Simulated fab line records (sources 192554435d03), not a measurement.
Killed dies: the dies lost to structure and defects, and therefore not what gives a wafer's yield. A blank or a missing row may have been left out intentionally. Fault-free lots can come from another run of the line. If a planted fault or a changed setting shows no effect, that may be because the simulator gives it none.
What tool caused it? / flow n5_finfet / 9 lots, 27 wafers sampled, at 6 steps of a route of 1938

## WHAT THE GAUGES SHOWED, per wafer
N5_BEOL_M4_RC_MEAS_101.
lot=L844; measured=day 8 12:53; on=prober-02; DIBL_N (mV/V)=35.2 37.0 37.2
lot=L845; measured=day 8 18:44; on=prober-01; DIBL_N (mV/V)=35.9 35.3 34.9
lot=L846; measured=day 8 20:23; on=prober-02; DIBL_N (mV/V)=33.8 33.5 33.9
lot=L847; measured=day 9 18:23; on=prober-02; DIBL_N (mV/V)=36.5 35.0 36.1
lot=L854; measured=day 11 07:58; on=prober-02; DIBL_N (mV/V)=38.2 37.6 36.9
lot=L861; measured=day 13 14:47; on=prober-01; DIBL_N (mV/V)=36.5 36.6 36.1
lot=L864; measured=day 13 17:28; on=prober-02; DIBL_N (mV/V)=36.1 36.2 35.4
lot=L866; measured=day 14 19:56; on=prober-01; DIBL_N (mV/V)=41.0 37.6 38.4
lot=L867; measured=day 14 22:47; on=prober-02; DIBL_N (mV/V)=35.3 35.2 35.9

## EACH LOT AND THE TOOL THAT RAN IT (in order: tool; ch and the chambers of the sampled wafers; start)
lot=L844; N5_BEOL_M2_SPUTTER_86=pvd_sputter-01, day 7 05:09; N5_BEOL_M2_SPUTTER_94=pvd_sputter-01, day 7 06:02; N5_BEOL_M2_ECD_50=ecd_cu-02 ch 0,1, day 7 06:22; N5_BEOL_M2_CMP_52=cmp-01 ch 1,2,3, day 7 06:47; N5_BEOL_M2_PRE_CLEAN_60=cvd_co-01 ch 0,1,2, day 7 07:05
lot=L845; N5_BEOL_M2_SPUTTER_86=pvd_sputter-03, day 7 07:11; N5_BEOL_M2_SPUTTER_94=pvd_sputter-03, day 7 08:04; N5_BEOL_M2_ECD_50=ecd_cu-02 ch 0, day 7 08:24; N5_BEOL_M2_CMP_52=cmp-04 ch 0,1,3, day 7 08:53; N5_BEOL_M2_PRE_CLEAN_60=cvd_co-02 ch 0,1, day 7 09:14
lot=L846; N5_BEOL_M2_SPUTTER_86=pvd_sputter-01, day 7 09:56; N5_BEOL_M2_SPUTTER_94=pvd_sputter-01, day 7 10:49; N5_BEOL_M2_ECD_50=ecd_cu-02 ch 0,1, day 7 11:10; N5_BEOL_M2_CMP_52=cmp-04 ch 0,2,3, day 7 11:39; N5_BEOL_M2_PRE_CLEAN_60=cvd_co-02 ch 1,2, day 7 11:52
lot=L847; N5_BEOL_M2_SPUTTER_86=pvd_sputter-01, day 8 02:32; N5_BEOL_M2_SPUTTER_94=pvd_sputter-01, day 8 03:25; N5_BEOL_M2_ECD_50=ecd_cu-02 ch 0,1, day 8 03:45; N5_BEOL_M2_CMP_52=cmp-03 ch 0,1,2, day 8 04:07; N5_BEOL_M2_PRE_CLEAN_60=cvd_co-01 ch 0,1,2, day 8 04:27
lot=L854; N5_BEOL_M2_SPUTTER_86=pvd_sputter-02, day 9 22:11; N5_BEOL_M2_SPUTTER_94=pvd_sputter-02, day 9 23:04; N5_BEOL_M2_ECD_50=ecd_cu-02 ch 0,1, day 9 23:25; N5_BEOL_M2_CMP_52=cmp-01 ch 0,1,2, day 10 00:34; N5_BEOL_M2_PRE_CLEAN_60=cvd_co-02 ch 1,2, day 10 01:02
lot=L861; N5_BEOL_M2_SPUTTER_86=pvd_sputter-02, day 12 00:59; N5_BEOL_M2_SPUTTER_94=pvd_sputter-02, day 12 01:52; N5_BEOL_M2_ECD_50=ecd_cu-01 ch 0,1, day 12 02:14; N5_BEOL_M2_CMP_52=cmp-03 ch 1,2,3, day 12 02:37; N5_BEOL_M2_PRE_CLEAN_60=cvd_co-01 ch 0,2, day 12 02:55
lot=L864; N5_BEOL_M2_SPUTTER_86=pvd_sputter-01, day 12 05:38; N5_BEOL_M2_SPUTTER_94=pvd_sputter-01, day 12 06:31; N5_BEOL_M2_ECD_50=ecd_cu-01 ch 0,1, day 12 06:51; N5_BEOL_M2_CMP_52=cmp-03 ch 0,1,3, day 12 07:14; N5_BEOL_M2_PRE_CLEAN_60=cvd_co-02 ch 1,2, day 12 07:34
lot=L866; N5_BEOL_M2_SPUTTER_86=pvd_sputter-02, day 12 15:01; N5_BEOL_M2_SPUTTER_94=pvd_sputter-02, day 12 15:53; N5_BEOL_M2_ECD_50=ecd_cu-02 ch 0,1, day 12 16:14; N5_BEOL_M2_CMP_52=cmp-01 ch 0,1,3, day 12 16:36; N5_BEOL_M2_PRE_CLEAN_60=cvd_co-01 ch 0,1,2, day 12 16:56
lot=L867; N5_BEOL_M2_SPUTTER_86=pvd_sputter-03, day 13 10:00; N5_BEOL_M2_SPUTTER_94=pvd_sputter-03, day 13 10:53; N5_BEOL_M2_ECD_50=ecd_cu-01 ch 0,1, day 13 11:13; N5_BEOL_M2_CMP_52=cmp-01 ch 1,3, day 13 11:35; N5_BEOL_M2_PRE_CLEAN_60=cvd_co-02 ch 0,1, day 13 11:55
- N5_BEOL_M2_SPUTTER_86: material Cu, target thk 4.5 nm, time 8.29 s.
- N5_BEOL_M2_SPUTTER_94: material Cu, target thk 4.5 nm, time 8.29 s.
- N5_BEOL_M2_ECD_50: material Cu, target thk 300 nm.
- N5_BEOL_M2_CMP_52: polishes, stops on SiOC, t overpolish 6.8 s, target thk 40 nm.
- N5_BEOL_M2_PRE_CLEAN_60: time 15 s.

## THE ANSWER, worked out from the rows above alone
Rule: what is usual is taken from the lots themselves. Put in order of their means at a reading, lots are off if they are a third of the lots or fewer, leave a main group of 4 or more, and stand apart from it by a gap of 3 or more times the standard deviation of the main group's means; of several such gaps the widest counts. A main group whose means are all the same, to the digits that the tables above print for the reading, isn't used. Also off: a lot with no number at a reading for which 4 or more lots have one. Where the step has rows for the other lots, those lots are counted as sound.
Across all readings shown, no lot is off: no conclusion can be drawn from this.

## WHAT HAD BEEN PUT IN BY THE SIMULATOR
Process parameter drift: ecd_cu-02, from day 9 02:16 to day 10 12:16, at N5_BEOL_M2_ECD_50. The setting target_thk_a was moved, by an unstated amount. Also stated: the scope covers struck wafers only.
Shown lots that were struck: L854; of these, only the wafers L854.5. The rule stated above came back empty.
